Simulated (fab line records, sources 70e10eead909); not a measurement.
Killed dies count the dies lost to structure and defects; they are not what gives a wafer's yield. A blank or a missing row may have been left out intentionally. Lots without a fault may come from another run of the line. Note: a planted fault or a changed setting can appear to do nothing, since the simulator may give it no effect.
fab line records	flow nand_harc
record lots=24	wafers=72	last_day=34
route steps=1302 shown P_M0@268 P_M1@315 P_M2@348 P_BONDPAD@367
lots with no fault: from the same line, run without faults
start_h: the number of hours between the record's first day and the start of the first shown wafer of the lot	wait_h: hours elapsed since this lot's preceding step	" unchanged from the row above	L1.1+2: several wafers, shown together as one row	- no value present, or no start provided	* or withheld: withheld	< > ~ a bound
route shown NAME@n: names a module that has steps shown in the file, with the first one's number in the route	usual: the fault-free wafers' mean and standard deviation	same: alike in all rows	chamber/n: place in a boat	sites: per-site readings	_std_site: how widely they spread, as a standard deviation	_edge_site: mean of outer sites minus mean of inner sites	radius_mm: how far each site lies from the wafer's centre	mask NAME#n: copy n	behind: the last tool/chamber to shape the wafer	hold: why the lot was held/for how many hours/how that ended	device: the n, p or np transistor that did not switch	end of line: the route-end tests of the same wafers	a step without rows: its recipe alone	killed: the dies lost at the first sort to structure and to defects; this is not the yield of the wafer	map: a wafer's dies, x killed, . not, _ none there
set.NAME: the setting the step ran with; set.NAME@STEP: the setting that earlier step ran with	model.NAME: the simulator's own value behind a step, which no gauge read
a sample of lots followed through the steps of the route, with each step as a table and each wafer as a row
services: the hour from which a tool's chamber was out of use, counted from the record's first day as start_h (under 0 if before that day), plus the number of hours and why
## steps
# step NHARC_P_M0_ETCH_15
# recipe target_depth_a=1500	overetch_a=150	time_s=82.5	c4f8_flow_sccm=withheld	ar_flow_sccm=400	rf_w=600	bias_w=300	chemistry=C4F8/Ar
# usual oes_product_au=0.956/0.021	rf_fwd_power_W=595.9/2	rf_vpp_V=442.1/2.2
lot.wafer	tool	chamber	start_h	wait_h	oes_product_au	rf_fwd_power_W	rf_hours_counter_h	rf_vpp_V
L074.3	rie_diel-12	0	-	-	0.975	599.0	7	438.0
L074.5	"	0	"	"	0.963	599.4	-	439.8
L074.6	"	1	"	"	0.959	597.7	-	443.0
L076.3	rie_diel-07	2	-	-	0.963	595.0	1	442.4
L076.2	"	3	"	"	0.982	594.9	1	444.4
L076.6	"	2	"	"	0.965	594.5	-	441.8
L075.2	rie_diel-12	3	-	-	0.950	596.1	11	439.1
L075.5	"	3	"	"	0.952	592.6	-	440.0
L075.6	"	1	"	"	0.958	596.6	-	443.0
L077.2	rie_diel-07	3	-	-	0.976	599.2	2	444.2
L077.6	"	2	"	"	0.968	597.7	-	440.5
L077.5	"	3	"	"	0.971	598.6	-	444.3
L078.4	rie_diel-07	0	-	-	0.983	597.1	3	435.9
L078.1	"	1	"	"	0.978	597.0	4	444.9
L078.6	"	3	"	"	0.990	596.0	-	444.1
L079.1	rie_diel-07	2	-	-	0.987	592.8	5	442.3
L079.3	"	3	"	"	0.968	596.8	5	444.1
L079.5	"	2	"	"	0.979	593.2	-	442.5
L080.1	rie_diel-07	1	-	-	0.972	593.2	6	443.0
L080.3	"	2	"	"	0.975	597.4	6	442.9
L080.2	"	3	"	"	0.956	593.9	5	445.5
L081.3	rie_diel-11	3	-	-	0.910	594.2	32	439.5
L081.1	"	1	"	"	0.925	595.4	35	444.1
L081.6	"	3	"	"	0.925	595.4	-	440.8
L082.4	rie_diel-07	3	-	-	0.979	594.6	9	445.2
L082.2	"	2	"	"	0.979	597.9	10	441.8
L082.6	"	0	"	"	0.965	597.3	-	439.1
L083.2	rie_diel-07	0	-	-	0.948	595.0	10	440.3
L083.4	"	2	"	"	0.946	593.6	12	443.5
L083.5	"	0	"	"	0.955	596.5	-	440.6
L084.4	rie_diel-11	3	-	-	0.936	597.0	39	441.3
L084.2	"	0	"	"	0.941	594.1	40	442.6
L084.1	"	2	"	"	0.937	597.8	41	443.2
L085.2	rie_diel-11	0	-	-	0.932	592.3	45	444.0
L085.3	"	1	"	"	0.924	595.1	47	444.2
L085.4	"	3	"	"	0.915	595.9	43	441.3
L086.4	rie_diel-07	0	-	-	0.996	594.1	16	438.8
L086.2	"	1	"	"	0.975	592.9	16	445.3
L086.5	"	0	"	"	0.984	595.7	-	439.2
L087.1	rie_diel-07	1	-	-	0.935	597.0	19	443.2
L087.2	"	2	"	"	0.924	590.2	19	442.2
L087.3	"	3	"	"	0.924	598.0	19	443.2
L089.2	rie_diel-07	0	-	-	0.974	596.7	20	436.8
L089.1	"	1	"	"	0.968	598.1	21	443.5
L089.5	"	0	"	"	0.987	596.3	-	437.7
L088.3	rie_diel-07	0	-	-	0.933	598.9	21	438.1
L088.2	"	1	"	"	0.922	598.8	21	443.7
L088.1	"	2	"	"	0.928	595.7	21	442.2
L090.2	rie_diel-07	2	-	-	0.964	598.1	22	443.8
L090.6	"	3	"	"	0.952	592.4	-	444.5
L090.5	"	0	"	"	0.953	597.7	-	438.9
L091.1	rie_diel-07	3	-	-	0.985	593.5	23	444.8
L091.3	"	0	"	"	0.956	600.0	23	439.3
L091.5	"	1	"	"	0.959	597.1	-	444.0
L092.1	rie_diel-11	0	-	-	0.989	593.0	14	442.0
L092.4	"	1	"	"	0.980	599.5	12	443.6
L092.6	"	0	"	"	0.976	595.5	-	443.0
L093.3	rie_diel-07	0	-	-	0.963	599.4	1	438.4
L093.2	"	2	"	"	0.949	594.8	1	443.9
L093.5	"	1	"	"	0.953	595.4	-	444.4
L094.3	rie_diel-11	3	-	-	0.967	595.1	19	440.4
L094.4	"	2	"	"	0.980	596.1	16	442.5
L094.6	"	3	"	"	0.956	592.1	-	439.6
L095.4	rie_diel-12	1	-	-	0.944	595.3	21	444.1
L095.1	"	0	"	"	0.941	595.7	21	438.6
L095.5	"	1	"	"	0.943	596.6	-	441.4
L097.3	rie_diel-11	3	-	-	0.940	597.5	32	441.1
L097.4	"	1	"	"	0.936	594.8	29	442.7
L097.6	"	2	"	"	0.958	596.0	-	441.6
L096.3	rie_diel-11	1	-	-	0.915	593.4	35	444.1
L096.2	"	0	"	"	0.916	593.9	41	442.0
L096.6	"	1	"	"	0.922	595.6	-	443.6
# step NHARC_P_M1_INSPECT_27
# usual raw_defect_count=324/140
lot.wafer	tool	chamber	start_h	wait_h	raw_defect_count
L074.3	defect_inspect-02	-	130.16	0.0	270
L074.5	"	-	"	"	505
L074.6	"	-	"	"	579
L076.2	defect_inspect-01	-	144.26	0.0	122
L076.3	"	-	"	"	179
L076.6	"	-	"	"	157
L075.2	defect_inspect-01	-	145.01	0.0	301
L075.5	"	-	"	"	218
L075.6	"	-	"	"	260
L077.2	defect_inspect-01	-	156.06	0.0	192
L077.5	"	-	"	"	290
L077.6	"	-	"	"	196
L078.1	defect_inspect-01	-	169.18	0.0	641
L078.4	"	-	"	"	751
L078.6	"	-	"	"	346
L079.1	defect_inspect-01	-	179.75	0.0	235
L079.3	"	-	"	"	204
L079.5	"	-	"	"	242
L080.1	defect_inspect-01	-	187.36	0.0	310
L080.2	"	-	"	"	395
L080.3	"	-	"	"	288
L081.1	defect_inspect-02	-	202.78	0.0	360
L081.3	"	-	"	"	272
L081.6	"	-	"	"	309
L082.2	defect_inspect-02	-	203.61	0.0	629
L082.4	"	-	"	"	480
L082.6	"	-	"	"	311
L083.2	defect_inspect-02	-	217.21	0.0	155
L083.4	"	-	"	"	175
L083.5	"	-	"	"	226
L084.1	defect_inspect-02	-	226.03	0.0	280
L084.2	"	-	"	"	254
L084.4	"	-	"	"	279
L085.2	defect_inspect-01	-	239.75	0.0	155
L085.3	"	-	"	"	262
L085.4	"	-	"	"	254
L086.2	defect_inspect-02	-	243.33	0.0	242
L086.4	"	-	"	"	317
L086.5	"	-	"	"	365
L087.1	defect_inspect-02	-	256.46	0.0	370
L087.2	"	-	"	"	287
L087.3	"	-	"	"	634
L089.1	defect_inspect-02	-	274.80	0.0	230
L089.2	"	-	"	"	502
L089.5	"	-	"	"	440
L088.1	defect_inspect-02	-	280.48	0.0	296
L088.2	"	-	"	"	284
L088.3	"	-	"	"	224
L090.2	defect_inspect-01	-	287.13	0.0	303
L090.5	"	-	"	"	279
L090.6	"	-	"	"	355
L091.1	defect_inspect-02	-	302.46	0.0	534
L091.3	"	-	"	"	431
L091.5	"	-	"	"	887
L092.1	defect_inspect-02	-	312.63	0.0	338
L092.4	"	-	"	"	295
L092.6	"	-	"	"	429
L093.2	defect_inspect-01	-	317.23	0.0	358
L093.3	"	-	"	"	528
L093.5	"	-	"	"	222
L094.3	defect_inspect-02	-	328.64	0.0	452
L094.4	"	-	"	"	284
L094.6	"	-	"	"	157
L095.1	defect_inspect-02	-	334.25	0.0	157
L095.4	"	-	"	"	198
L095.5	"	-	"	"	195
L097.3	defect_inspect-01	-	356.35	0.0	154
L097.4	"	-	"	"	170
L097.6	"	-	"	"	184
L096.2	defect_inspect-02	-	381.98	0.0	485
L096.3	"	-	"	"	279
L096.6	"	-	"	"	250
# step NHARC_P_M2_INSPECT_27
# usual raw_defect_count=297/110
lot.wafer	tool	chamber	start_h	wait_h	raw_defect_count
L074.3	defect_inspect-01	-	134.27	0.0	355
L074.5	"	-	"	"	264
L074.6	"	-	"	"	613
L076.2	defect_inspect-02	-	148.51	0.0	198
L076.3	"	-	"	"	298
L076.6	"	-	"	"	373
L075.2	defect_inspect-02	-	149.26	0.0	109
L075.5	"	-	"	"	247
L075.6	"	-	"	"	184
L077.2	defect_inspect-02	-	160.24	0.0	251
L077.5	"	-	"	"	314
L077.6	"	-	"	"	557
L078.1	defect_inspect-01	-	173.27	0.0	346
L078.4	"	-	"	"	333
L078.6	"	-	"	"	315
L079.1	defect_inspect-01	-	183.93	0.0	415
L079.3	"	-	"	"	267
L079.5	"	-	"	"	288
L080.1	defect_inspect-01	-	191.38	0.0	551
L080.2	"	-	"	"	439
L080.3	"	-	"	"	623
L081.1	defect_inspect-02	-	206.82	0.0	360
L081.3	"	-	"	"	408
L081.6	"	-	"	"	304
L082.2	defect_inspect-02	-	207.77	0.0	187
L082.4	"	-	"	"	243
L082.6	"	-	"	"	192
L083.2	defect_inspect-02	-	221.42	0.0	342
L083.4	"	-	"	"	317
L083.5	"	-	"	"	240
L084.1	defect_inspect-02	-	230.32	0.0	286
L084.2	"	-	"	"	347
L084.4	"	-	"	"	303
L085.2	defect_inspect-02	-	243.87	0.0	375
L085.3	"	-	"	"	281
L085.4	"	-	"	"	190
L086.2	defect_inspect-01	-	247.45	0.0	190
L086.4	"	-	"	"	450
L086.5	"	-	"	"	343
L087.1	defect_inspect-01	-	260.60	0.0	236
L087.2	"	-	"	"	477
L087.3	"	-	"	"	312
L089.1	defect_inspect-02	-	278.97	0.0	186
L089.2	"	-	"	"	198
L089.5	"	-	"	"	304
L088.1	defect_inspect-02	-	284.82	0.0	395
L088.2	"	-	"	"	353
L088.3	"	-	"	"	454
L090.2	defect_inspect-02	-	291.38	0.0	187
L090.5	"	-	"	"	161
L090.6	"	-	"	"	164
L091.1	defect_inspect-01	-	306.62	0.0	271
L091.3	"	-	"	"	211
L091.5	"	-	"	"	198
L092.1	defect_inspect-01	-	316.89	0.0	231
L092.4	"	-	"	"	166
L092.6	"	-	"	"	119
L093.2	defect_inspect-02	-	321.35	0.0	254
L093.3	"	-	"	"	269
L093.5	"	-	"	"	363
L094.3	defect_inspect-02	-	332.78	0.0	323
L094.4	"	-	"	"	292
L094.6	"	-	"	"	179
L095.1	defect_inspect-02	-	338.37	0.0	509
L095.4	"	-	"	"	747
L095.5	"	-	"	"	379
L097.3	defect_inspect-02	-	360.38	0.0	138
L097.4	"	-	"	"	322
L097.6	"	-	"	"	234
L096.2	defect_inspect-02	-	386.15	0.0	349
L096.3	"	-	"	"	423
L096.6	"	-	"	"	227
# step NHARC_P_BONDPAD_DESCUM_11
# recipe time_s=3	o2_flow_sccm=200	ar_flow_sccm=0	bias_power_w=0	chemistry=O2
# usual drypump_motor_current_A=5.75/0.29	oes_product_au=1.002/0.0075	rf_vpp_V=57.7/0.91	showerhead_plenum_p_Torr=1.92/0.086	throttle_valve_pct=11.311/0.0094
lot.wafer	tool	chamber	start_h	wait_h	drypump_motor_current_A	oes_product_au	rf_hours_counter_h	rf_vpp_V	showerhead_plenum_p_Torr	throttle_valve_pct
L074.3	rie_diel-10	1	136.27	-	5.75	1.002	4.2	57.7	1.97	11.313
L074.6	"	0	"	"	6.25	0.994	-	58.3	1.82	11.324
L074.5	"	1	"	"	5.73	1.008	-	58.1	1.97	11.304
L076.3	rie_diel-03	2	150.52	-	5.56	1.002	1.6	57.6	2.04	11.305
L076.2	"	0	"	"	5.76	1.003	1.2	59.2	2.04	11.304
L076.6	"	3	"	"	5.66	1.003	-	57.0	1.82	11.312
L075.2	rie_diel-08	1	151.15	-	5.39	1.005	7.2	57.8	2.01	11.307
L075.6	"	3	"	"	6.18	1.010	-	59.0	1.89	11.300
L075.5	"	0	"	"	5.43	1.007	-	56.7	1.96	11.298
L077.2	rie_diel-10	3	162.26	-	5.40	0.989	5.5	58.1	1.93	11.312
L077.5	"	0	"	"	6.20	1.002	-	58.1	1.82	11.303
L077.6	"	1	"	"	5.74	0.998	-	56.1	1.97	11.319
L078.1	rie_diel-03	1	175.28	-	5.78	0.993	1.8	59.3	1.92	11.306
L078.6	"	3	"	"	5.66	1.002	-	59.2	1.82	11.313
L078.4	"	2	"	"	5.57	0.981	-	57.3	2.04	11.322
L079.3	rie_diel-08	3	186.11	-	6.17	1.006	10.7	57.3	1.89	11.323
L079.1	"	0	"	"	5.43	1.011	9.9	57.9	1.96	11.294
L079.5	"	2	"	"	5.96	1.008	-	58.2	1.80	11.315
L080.2	rie_diel-03	2	193.26	-	5.57	0.999	2.9	57.9	2.04	11.316
L080.3	"	3	"	"	5.68	0.993	2.8	57.1	1.82	11.306
L080.1	"	1	"	"	5.76	0.992	2.6	57.7	1.92	11.312
L081.1	rie_diel-08	2	208.81	-	6.02	1.012	0.0	57.0	1.80	11.302
L081.3	"	3	"	"	6.19	1.000	0.0	57.6	1.89	11.312
L081.6	"	0	"	"	5.41	0.990	-	58.9	1.96	11.318
L082.2	rie_diel-08	3	209.81	-	6.19	1.006	0.1	56.8	1.89	11.310
L082.6	"	2	"	"	6.01	1.015	-	56.5	1.80	11.313
L082.4	"	0	"	"	5.42	1.001	-	57.0	1.96	11.307
L083.2	rie_diel-08	3	223.55	-	6.17	0.998	0.6	56.6	1.89	11.307
L083.4	"	0	"	"	5.44	0.993	0.5	58.5	1.96	11.304
L083.5	"	3	"	"	6.16	0.996	-	56.8	1.89	11.306
L084.1	rie_diel-10	0	232.22	-	6.20	1.000	8.7	57.0	1.81	11.306
L084.2	"	2	"	"	5.59	1.001	8.1	58.5	2.05	11.309
L084.4	"	2	"	"	5.60	1.005	-	57.9	2.05	11.338
L085.3	rie_diel-08	2	245.99	-	6.02	1.015	2.0	58.6	1.80	11.323
L085.4	"	0	"	"	5.40	0.993	1.7	56.5	1.96	11.303
L085.2	"	1	"	"	5.43	1.004	1.5	58.5	2.01	11.301
L086.4	rie_diel-08	1	249.44	-	5.40	1.002	2.0	57.2	2.00	11.308
L086.2	"	3	"	"	6.18	1.000	2.9	58.6	1.89	11.305
L086.5	"	0	"	"	5.43	1.000	-	58.7	1.96	11.293
L087.2	rie_diel-10	3	262.60	-	5.39	1.001	0.6	57.3	1.93	11.301
L087.1	"	0	"	"	6.21	1.004	0.7	57.6	1.81	11.317
L087.3	"	1	"	"	5.74	0.994	0.8	58.3	1.96	11.311
L089.2	rie_diel-10	0	280.90	-	6.21	1.007	1.4	56.7	1.81	11.312
L089.1	"	2	"	"	5.61	0.992	1.8	58.0	2.05	11.317
L089.5	"	3	"	"	5.36	0.995	-	57.8	1.92	11.315
L088.3	rie_diel-10	3	286.69	-	5.39	0.995	1.9	56.7	1.93	11.325
L088.2	"	0	"	"	6.22	1.007	1.7	56.7	1.81	11.320
L088.1	"	2	"	"	5.59	0.999	2.1	58.0	2.05	11.298
L090.2	rie_diel-10	3	293.39	-	5.38	1.000	2.0	57.9	1.93	11.321
L090.6	"	1	"	"	5.75	1.003	-	58.2	1.96	11.316
L090.5	"	2	"	"	5.62	1.001	-	58.3	2.05	11.305
L091.1	rie_diel-03	1	308.74	-	5.75	1.007	0.3	58.0	1.92	11.306
L091.3	"	3	"	"	5.64	1.004	0.3	56.1	1.82	11.305
L091.5	"	2	"	"	5.57	1.006	-	56.9	2.04	11.310
L092.1	rie_diel-10	3	318.86	-	5.39	1.014	4.2	56.5	1.92	11.293
L092.4	"	2	"	"	5.59	1.011	4.9	57.8	2.05	11.299
L092.6	"	0	"	"	6.22	1.014	-	58.9	1.81	11.323
L093.2	rie_diel-08	0	324.04	-	5.42	0.985	8.6	55.9	1.95	11.315
L093.3	"	2	"	"	5.98	1.003	8.0	57.7	1.80	11.308
L093.5	"	2	"	"	5.99	1.010	-	57.0	1.80	11.319
L094.4	rie_diel-03	1	334.66	-	5.75	1.009	0.9	56.7	1.92	11.306
L094.3	"	3	"	"	5.64	1.000	0.8	56.3	1.82	11.327
L094.6	"	1	"	"	5.75	1.015	-	57.7	1.92	11.307
L095.1	rie_diel-03	3	340.36	-	5.70	1.002	1.0	57.5	1.82	11.308
L095.4	"	1	"	"	5.74	1.003	1.2	57.4	1.92	11.319
L095.5	"	3	"	"	5.66	1.010	-	56.8	1.82	11.299
L097.3	rie_diel-10	0	362.54	-	6.19	1.007	6.7	58.0	1.81	11.317
L097.4	"	2	"	"	5.59	1.007	7.4	58.0	2.05	11.313
L097.6	"	1	"	"	5.74	1.004	-	55.8	1.96	11.312
L096.2	rie_diel-08	3	388.13	-	6.19	1.016	0.1	57.4	1.89	11.314
L096.3	"	1	"	"	5.41	1.013	0.5	56.7	2.00	11.296
L096.6	"	2	"	"	6.00	1.003	-	56.0	1.80	11.317
# step NHARC_P_BONDPAD_DEGAS_25
# recipe temp_c=300	time_s=60
# usual heater_power_w=470/40
lot.wafer	tool	chamber	start_h	wait_h	heater_power_w
L074.3	pvd_sputter-03	-	137.21	-	485
L074.5	"	-	"	"	515
L074.6	"	-	"	"	406
L076.3	pvd_sputter-03	-	151.46	-	512
L076.2	"	-	"	"	488
L076.6	"	-	"	"	483
L075.2	pvd_sputter-01	-	152.07	-	500
L075.5	"	-	"	"	478
L075.6	"	-	"	"	492
L077.2	pvd_sputter-01	-	163.17	-	488
L077.6	"	-	"	"	495
L077.5	"	-	"	"	494
L078.1	pvd_sputter-01	-	176.27	-	491
L078.4	"	-	"	"	437
L078.6	"	-	"	"	444
L079.1	pvd_sputter-03	-	187.03	-	499
L079.3	"	-	"	"	519
L079.5	"	-	"	"	497
L080.2	pvd_sputter-02	-	194.30	-	498
L080.1	"	-	"	"	496
L080.3	"	-	"	"	417
L081.1	pvd_sputter-01	-	209.84	-	443
L081.3	"	-	"	"	438
L081.6	"	-	"	"	499
L082.4	pvd_sputter-02	-	210.83	-	424
L082.2	"	-	"	"	492
L082.6	"	-	"	"	415
L083.4	pvd_sputter-01	-	224.49	-	446
L083.2	"	-	"	"	494
L083.5	"	-	"	"	432
L084.2	pvd_sputter-03	-	233.20	-	523
L084.4	"	-	"	"	431
L084.1	"	-	"	"	489
L085.3	pvd_sputter-02	-	246.95	-	511
L085.2	"	-	"	"	416
L085.4	"	-	"	"	492
L086.2	pvd_sputter-01	-	250.36	-	440
L086.4	"	-	"	"	489
L086.5	"	-	"	"	418
L087.1	pvd_sputter-02	-	263.53	-	509
L087.2	"	-	"	"	422
L087.3	"	-	"	"	414
L089.1	pvd_sputter-03	-	281.89	-	476
L089.2	"	-	"	"	494
L089.5	"	-	"	"	476
L088.3	pvd_sputter-01	-	287.63	-	439
L088.2	"	-	"	"	428
L088.1	"	-	"	"	498
L090.2	pvd_sputter-01	-	294.32	-	493
L090.5	"	-	"	"	553
L090.6	"	-	"	"	496
L091.3	pvd_sputter-02	-	309.68	-	502
L091.1	"	-	"	"	426
L091.5	"	-	"	"	516
L092.4	pvd_sputter-01	-	319.81	-	437
L092.1	"	-	"	"	540
L092.6	"	-	"	"	489
L093.2	pvd_sputter-02	-	325.03	-	513
L093.3	"	-	"	"	417
L093.5	"	-	"	"	489
L094.3	pvd_sputter-01	-	335.60	-	423
L094.4	"	-	"	"	564
L094.6	"	-	"	"	436
L095.1	pvd_sputter-02	-	341.31	-	418
L095.4	"	-	"	"	481
L095.5	"	-	"	"	411
L097.4	pvd_sputter-03	-	363.48	-	403
L097.3	"	-	"	"	490
L097.6	"	-	"	"	396
L096.2	pvd_sputter-02	-	389.15	-	423
L096.3	"	-	"	"	498
L096.6	"	-	"	"	411
# step NHARC_P_BONDPAD_ACTIVATE_29
# recipe time_s=60	n2_flow_sccm=200	ar_flow_sccm=0	bias_power_w=0	chemistry=N2
# usual drypump_motor_current_A=5.72/0.26	oes_product_au=1.001/0.0064	rf_vpp_V=64.2/0.96	showerhead_plenum_p_Torr=1.79/0.082
lot.wafer	tool	chamber	start_h	wait_h	drypump_motor_current_A	oes_product_au	rf_hours_counter_h	rf_vpp_V	showerhead_plenum_p_Torr
L074.3	rie_diel-10	0	138.90	0.1	6.20	0.999	4.5	63.9	1.68
L074.6	"	2	"	"	5.59	1.006	-	64.5	1.90
L074.5	"	3	"	"	5.39	0.997	-	63.3	1.78
L076.3	rie_diel-10	1	153.14	0.1	5.75	0.996	4.8	65.2	1.82
L076.2	"	3	"	"	5.39	1.005	5.0	63.3	1.78
L076.6	"	2	"	"	5.60	1.008	-	64.4	1.90
L075.2	rie_diel-03	1	153.79	0.1	5.76	1.007	1.4	62.9	1.77
L075.5	"	1	"	"	5.76	0.999	-	63.9	1.77
L075.6	"	2	"	"	5.58	1.001	-	64.5	1.89
L077.2	rie_diel-03	2	164.87	0.1	5.56	0.985	1.8	64.2	1.89
L077.6	"	1	"	"	5.74	0.985	-	61.8	1.77
L077.5	"	2	"	"	5.57	0.996	-	63.5	1.89
L078.1	rie_diel-08	0	177.93	0.1	5.41	1.004	8.9	65.0	1.81
L078.4	"	1	"	"	5.44	1.000	9.2	63.8	1.85
L078.6	"	0	"	"	5.41	1.008	-	64.4	1.81
L079.1	rie_diel-08	1	188.74	0.1	5.43	1.006	10.4	64.6	1.85
L079.3	"	2	"	"	5.98	1.010	11.0	62.3	1.66
L079.5	"	0	"	"	5.42	1.006	-	65.0	1.81
L080.2	rie_diel-03	2	195.96	0.1	5.57	0.997	3.0	65.4	1.89
L080.1	"	3	"	"	5.68	1.009	3.0	63.8	1.68
L080.3	"	1	"	"	5.76	0.996	2.8	65.0	1.77
L081.3	rie_diel-03	2	211.55	0.1	5.57	1.004	3.3	63.1	1.89
L081.1	"	1	"	"	5.75	1.002	3.1	64.9	1.77
L081.6	"	1	"	"	5.78	0.997	-	65.0	1.77
L082.4	rie_diel-08	3	212.52	0.1	6.17	1.006	0.2	65.2	1.75
L082.2	"	0	"	"	5.39	0.995	0.2	65.4	1.81
L082.6	"	3	"	"	6.19	1.003	-	63.8	1.75
L083.2	rie_diel-03	1	226.18	0.1	5.76	0.995	3.7	62.9	1.77
L083.4	"	0	"	"	5.74	1.001	1.5	65.3	1.89
L083.5	"	1	"	"	5.75	1.002	-	63.8	1.77
L084.1	rie_diel-03	2	234.88	0.1	5.58	0.994	4.1	66.0	1.89
L084.4	"	3	"	"	5.67	1.001	4.2	63.7	1.68
L084.2	"	1	"	"	5.77	0.988	3.9	65.7	1.77
L085.3	rie_diel-03	0	248.65	0.1	5.77	0.999	2.0	64.5	1.89
L085.2	"	1	"	"	5.77	1.002	4.4	64.9	1.77
L085.4	"	2	"	"	5.57	0.993	4.7	64.6	1.89
L086.2	rie_diel-10	3	252.05	0.1	5.39	0.997	0.0	63.9	1.78
L086.4	"	2	"	"	5.61	0.999	0.0	65.7	1.89
L086.5	"	0	"	"	6.16	1.008	-	62.6	1.67
L087.1	rie_diel-10	3	265.20	0.1	5.39	1.006	0.9	65.0	1.78
L087.2	"	0	"	"	6.22	0.994	0.9	64.9	1.67
L087.3	"	2	"	"	5.62	0.995	1.0	63.5	1.89
L089.2	rie_diel-10	0	283.61	0.1	6.20	1.009	1.7	64.0	1.67
L089.1	"	2	"	"	5.59	1.008	2.1	64.6	1.89
L089.5	"	3	"	"	5.38	1.001	-	64.3	1.78
L088.1	rie_diel-08	2	289.31	0.1	6.00	1.008	5.2	63.9	1.66
L088.2	"	3	"	"	6.15	1.005	4.9	61.3	1.75
L088.3	"	0	"	"	5.40	0.993	5.3	64.3	1.81
L090.2	rie_diel-08	2	298.50	0.1	6.02	1.005	5.4	63.8	1.66
L090.5	"	3	"	"	6.15	1.003	-	64.2	1.75
L090.6	"	0	"	"	5.44	0.999	-	64.8	1.81
L091.3	rie_diel-10	2	311.36	0.1	5.60	1.004	4.6	65.3	1.89
L091.1	"	3	"	"	5.38	1.003	3.8	65.2	1.78
L091.5	"	3	"	"	5.38	1.011	-	64.0	1.78
L092.1	rie_diel-03	1	321.53	0.1	5.78	1.011	0.8	65.3	1.77
L092.4	"	3	"	"	5.65	1.007	0.7	64.0	1.68
L092.6	"	1	"	"	5.76	1.014	-	62.4	1.77
L093.3	rie_diel-10	0	326.71	0.1	6.15	1.011	4.3	63.3	1.67
L093.2	"	3	"	"	5.38	1.004	4.6	63.7	1.78
L093.5	"	1	"	"	5.76	1.000	-	64.2	1.81
L094.3	rie_diel-10	0	337.28	0.1	6.27	1.003	4.9	63.9	1.67
L094.4	"	1	"	"	5.74	0.987	5.4	64.9	1.81
L094.6	"	1	"	"	5.74	1.001	-	65.6	1.81
L095.1	rie_diel-03	2	343.39	0.1	5.56	1.005	1.1	65.8	1.89
L095.4	"	0	"	"	5.74	1.000	1.2	65.0	1.89
L095.5	"	2	"	"	5.58	0.995	-	64.9	1.89
L097.4	rie_diel-03	3	365.16	0.1	5.65	0.988	2.4	62.5	1.68
L097.3	"	0	"	"	5.75	1.009	2.1	66.5	1.89
L097.6	"	0	"	"	5.74	0.995	-	64.3	1.89
L096.3	rie_diel-10	1	390.82	0.1	5.75	0.988	9.4	64.7	1.81
L096.2	"	2	"	"	5.57	1.002	9.7	64.3	1.89
L096.6	"	3	"	"	5.40	1.004	-	64.2	1.78
## services
tool	chamber	start_h	hours	kind
rie_diel-03	-	104.30	9.0	pm
rie_diel-10	2	106.18	4.6	repair
rie_diel-07	-	117.31	9.0	pm
rie_diel-03	3	130.33	2.4	repair
rie_diel-03	0	163.54	60.9	repair
rie_diel-08	-	190.80	9.0	pm
rie_diel-03	2	198.57	7.1	repair
rie_diel-03	1	199.51	1.9	repair
rie_diel-08	1	205.62	5.8	repair
rie_diel-10	1	230.50	19.0	repair
rie_diel-10	-	242.50	9.0	pm
rie_diel-03	-	246.12	0.5	repair
rie_diel-03	1	267.69	2.8	repair
rie_diel-10	1	276.91	7.7	repair
rie_diel-03	-	281.45	9.0	pm
rie_diel-07	-	284.00	0.4	repair
rie_diel-07	-	294.31	9.0	pm
rie_diel-10	2	297.69	3.4	repair
rie_diel-08	-	310.86	0.7	repair
rie_diel-03	3	312.45	4.6	repair
rie_diel-03	-	318.86	0.4	repair
rie_diel-08	1	322.57	2.4	repair
rie_diel-07	3	333.14	2.8	repair
rie_diel-03	0	385.91	20.4	repair
## key
fault none
